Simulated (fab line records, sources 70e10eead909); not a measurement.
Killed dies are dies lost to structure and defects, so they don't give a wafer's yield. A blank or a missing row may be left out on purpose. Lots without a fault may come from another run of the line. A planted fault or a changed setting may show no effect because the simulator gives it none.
Which tool did it? | flow nand_harc | 14 lots, 42 wafers sampled, at 1 step of a route of 1302

WHAT THE GAUGES READ, wafer by wafer
NHARC_P_BONDPAD_THK_MEAS_33: measures by ellipsometry.
lot  | measured     | on            | thk_nm (nm)
L209 | day 6 23:34  | film_metro-02 | 202.2 202.9 201.4
L210 | day 7 06:11  | film_metro-01 | 200.4 199.6 199.9
L212 | day 8 08:35  | film_metro-02 | 199.5 199.8 200.2
L214 | day 9 00:07  | film_metro-01 | 199.3 199.9 200.7
L217 | day 9 20:52  | film_metro-01 | 199.9 198.9 200.9
L219 | day 10 23:37 | film_metro-02 | 200.5 200.1 203.6
L220 | day 11 03:34 | film_metro-02 | 200.5 201.1 202.5
L225 | day 13 08:08 | film_metro-01 | 198.7 200.7 201.2
L226 | day 13 14:10 | film_metro-02 | 199.6 200.2 198.6
L227 | day 13 23:10 | film_metro-02 | 199.2 199.9 200.7
L228 | day 14 13:55 | film_metro-02 | 198.6 200.6 200.2
L229 | day 14 21:25 | film_metro-02 | 200.4 200.0 201.0
L231 | day 15 14:54 | film_metro-02 | 199.8 199.8 200.6
L232 | day 16 07:44 | film_metro-01 | 198.6 201.5 202.3

WHICH TOOL RAN EACH LOT (tool, then ch and the chambers of the sampled wafers, then the start)
The record holds no process step before these readings.

WHAT THE TOOLS THEMSELVES READ (means of the sampled wafers that have a number; where no wafer has one, the mark that the record gives instead)
The record holds no such reading with a usual standard deviation.

THE ANSWER, worked out from the rows above alone
Rule: what is usual is taken from the lots themselves. Put in order of their means at a reading, lots are off if they are a third of the lots or fewer, leave a main group of 4 or more, and stand apart from it by a gap of 3 or more times the standard deviation of the main group's means; of several such gaps the widest counts. A main group whose means are all the same, to the digits that the tables above print for the reading, isn't used. A lot without any number at a reading at which 4 lots or more have one is off too. The other lots that the step has rows for count as sound. The gauges are gone through in route order, then the tools' own readings, and for those a lot's mean is taken as printed above. The first step at which some lot is off is used, and at that step the reading that is off furthest; a lot without a number counts as furthest.
No lot is off at any reading shown: from this, nothing can be told.

WHAT THE SIMULATOR HAD PUT IN
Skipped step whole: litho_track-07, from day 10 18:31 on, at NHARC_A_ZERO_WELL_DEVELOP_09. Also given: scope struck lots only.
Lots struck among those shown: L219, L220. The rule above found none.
